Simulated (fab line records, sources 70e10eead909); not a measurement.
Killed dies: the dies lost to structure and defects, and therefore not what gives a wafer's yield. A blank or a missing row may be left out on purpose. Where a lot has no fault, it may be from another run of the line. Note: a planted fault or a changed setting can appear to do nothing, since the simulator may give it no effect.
Which tool did it? | flow nand-harc | 14 lots with 40 wafers sampled at 2 steps, on a route of 1302 steps

== WHAT THE GAUGES READ, wafer by wafer ==
NHARC_P_ZERO_WELL_CD_MEAS_24: target cd 720 nm. Usual: cd-nm 719.6 nm, standard deviation 1.7.
lot  | measured     | on        | cd-nm (nm)        | flag
L410 | day 1 22:21  | cd-sem-01 | 720.9 718.4 719.6 |
L411 | day 2 09:29  | cd-sem-01 | 717.6 718.5 717.5 |
L412 | day 2 18:36  | cd-sem-03 | 719.8 718.6 718.1 |
L413 | day 3 04:37  | cd-sem-01 | 716.4 717.8 719.4 |
L414 | day 3 14:29  | cd-sem-02 | 718.4 721.7 717.8 |
L415 | day 4 00:35  | cd-sem-03 | 720.4 718.6 718.4 |
L417 | day 4 20:47  | cd-sem-01 | 720.8 721.3 721.0 |
L422 | day 6 22:39  | cd-sem-03 | 722.2             |
L425 | day 8 04:35  | cd-sem-03 | 722.2 720.1 719.0 |
L427 | day 9 00:37  | cd-sem-01 | 720.4 720.0 720.7 |
L429 | day 9 20:31  | cd-sem-03 | 719.4 721.6 721.9 |
L430 | day 10 06:39 | cd-sem-01 | 719.4 720.2 718.7 |
L431 | day 10 16:38 | cd-sem-02 | 719.6 719.7 719.1 |
L433 | day 11 12:29 | cd-sem-01 | 721.6 722.6 718.2 |

NHARC_P_GATE_CD_MEAS_11: target cd 1640 nm. Usual: cd-nm 1640.4 nm, standard deviation 2.2.
lot  | measured     | on        | cd-nm (nm)           | flag
L410 | day 4 12:32  | cd-sem-02 | 1639.9 1639.3 1637.7 |
L411 | day 4 17:22  | cd-sem-01 | 1639.5 1638.1 1642.4 |
L412 | day 5 03:22  | cd-sem-02 | 1640.5 1643.7 1639.7 |
L413 | day 5 15:40  | cd-sem-03 | 1639.0 1640.6 1642.4 |
L414 | day 6 00:18  | cd-sem-02 | 1640.1 1636.4 1641.5 |
L415 | day 6 07:16  | cd-sem-02 | 1640.5 1637.5 1639.1 |
L417 | day 7 05:47  | cd-sem-03 | 1639.4 1639.1 1635.4 |
L422 | day 9 08:54  | cd-sem-01 | 1641.3               |
L425 | day 10 11:56 | cd-sem-03 | 1639.7 1637.4 1640.2 |
L427 | day 11 12:21 | cd-sem-03 | 1643.0 1642.3 1641.1 |
L429 | day 12 09:34 | cd-sem-03 | 1641.6 1643.5 1640.4 |
L430 | day 12 18:19 | cd-sem-02 | 1637.8 1638.8 1640.4 |
L431 | day 13 06:28 | cd-sem-02 | 1640.4 1637.3 1640.4 |
L433 | day 13 22:37 | cd-sem-03 | 1638.1 1635.4 1643.0 |

== EACH LOT AND THE TOOL THAT RAN IT (in order: tool; ch and the chambers of the sampled wafers; start) ==
No process step before these readings appears in the record.

== WHAT THE TOOLS THEMSELVES READ (means of the sampled wafers that have a number; where no wafer has one, the mark that the record gives instead) ==
The record holds no such reading with a usual standard deviation.

== THE ANSWER, worked out from the rows above alone ==
Rule: lot off if the mean of its wafers having a number is beyond 3 standard deviations from the usual mean. A lot without any number at a reading at which 4 lots or more have one is off too. Any other lot the step has rows for is counted as sound. After the gauges, taken in route order, come the tools' own readings; for these a lot's mean is taken, as printed above. At the first step where some lot is off, the reading lying furthest off is the one used; lots without a number count as furthest.
None of the lots is off at any reading shown; this tells nothing.

== WHAT THE SIMULATOR PUT IN ==
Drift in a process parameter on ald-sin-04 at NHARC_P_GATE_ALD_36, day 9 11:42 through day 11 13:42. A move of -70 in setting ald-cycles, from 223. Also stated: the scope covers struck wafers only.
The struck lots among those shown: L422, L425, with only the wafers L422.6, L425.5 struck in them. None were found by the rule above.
